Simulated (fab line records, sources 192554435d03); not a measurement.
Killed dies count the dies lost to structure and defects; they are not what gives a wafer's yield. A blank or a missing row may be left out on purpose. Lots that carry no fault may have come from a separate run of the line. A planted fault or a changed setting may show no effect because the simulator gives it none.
Problem report in the 8D (eight disciplines) form, filled by code	flow n5 finfet	the parts of the form that need people (team, actions taken, sign-off) are left out

== 1. THE PROBLEM ==
Wafers free of any fault read -0.2 nm (standard deviation 0.66) for VD_OVL at N5_MOL_CONTACT_COAG_OVL_MEAS_41, against a mean of 8.9 nm on 6 wafers of 2 lots. Measured from the usual mean, that is +14 standard deviations.
Seen first at day 7 02:11 on overlay-01, wafer L498.1. At this step, 27 wafers from 9 lots have a number in the record. The rule behind "out" and "out of limits": a value lying over 4 standard deviations away from the usual mean. The other wafers with a number count as sound.

== 2. WHAT IT IS; WHAT IT IS NOT ==
question	is	is not
which readings at this step	VD_OVL	-
which lots	L498, L502	L492, L493, L495, L505, L508, L511, L512
which wafers of those lots	all that have a number	-
read on which gauges	overlay-01	overlay-02
when	from day 7 02:11	up to then (9 sound wafers); but 12 sound wafers of L505, L508, L511, L512 came after

== 3. THE SUSPECTS, EACH WITH WHAT RULES IT OUT ==
Counting: a tool at a process step up to the reading stays a suspect if it ran every lot that is out and no sound lot after the first of them.
- ruled out: the gauge at N5_MOL_CONTACT_COAG_OVL_MEAS_41. All the wafers that are out were read on overlay-01, but those of them that N5_PASSIVATION_PROBE_49 has rows for are out there too, on other tools.
- euv scanner-01 at N5_MOL_CONTACT_COAG_EXPOSE_37 (exposes mask VD, defocus 0 nm): kept. All lots that are out passed through it, beginning with L498 at day 7 02:01, and no sound lot followed; its final sound lot before that point was L495 at day 6 10:29.
Remaining after the count: euv scanner-01 at N5_MOL_CONTACT_COAG_EXPOSE_37.

== 4. THE CAUSE (what the simulator had put in) ==
Scanner matching overlay: euv scanner-01, from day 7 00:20 on, at N5_MOL_CONTACT_COAG_EXPOSE_37. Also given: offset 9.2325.
After counting, this tool was the only one left.

== 5. THE CHAIN OF EFFECTS, in route order ==
One row per reading whose mean, taken over the struck wafers that have a number, lies over 3 standard deviations from the usual. Scope: only readings with a usual standard deviation given in the record; hours: median across lots of the time from each lot's start at the first step in this table that gives one to its start at this step; sigmas: change in usual standard deviations.
hours	step	reading	usual	on struck wafers	change	sigmas
0	N5_MOL_CONTACT_COAG_OVL_MEAS_41	VD_OVL	-0.2 nm	8.9	+9.1	+14
172	N5_PASSIVATION_PROBE_49	defect limited yield	91.0 %	0.4	-90.6	-60
172	N5_PASSIVATION_PROBE_49	killed at contacts	13	1088	+1075	+99 or more
172	N5_PASSIVATION_PROBE_49	killed dies	106	1175	+1069	+63
172	N5_PASSIVATION_PROBE_49	killed on rim	14	152	+138	+35
172	N5_PASSIVATION_PROBE_49	sort_bin_5_function	5.2 %	49.2	+44.0	+45
172	N5_PASSIVATION_PROBE_49	sort n pass	1074	5	-1069	-63
172	N5_PASSIVATION_PROBE_49	sort yield pct	91.0 %	0.4	-90.6	-60
It contains these process steps:
- N5_PASSIVATION_PROBE_49
At these later measuring or inspecting steps, every struck wafer for which the step has a row has a number for every such reading, and none has moved that far: N5_BEOL_M4_RC_MEAS_101.

== 6. HOW IT WOULD HAVE BEEN CAUGHT EARLIER ==
Counted from the fault's start at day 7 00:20, it took 2 hours until the first out-of-limits reading at a measuring or inspecting step in this record, taken at day 7 02:11.
Among the 2 lots that are out, L502 began N5_MOL_CONTACT_COAG_EXPOSE_37 on euv scanner-01 after day 7 02:11. Had the tool been put on hold then, it would have been spared.
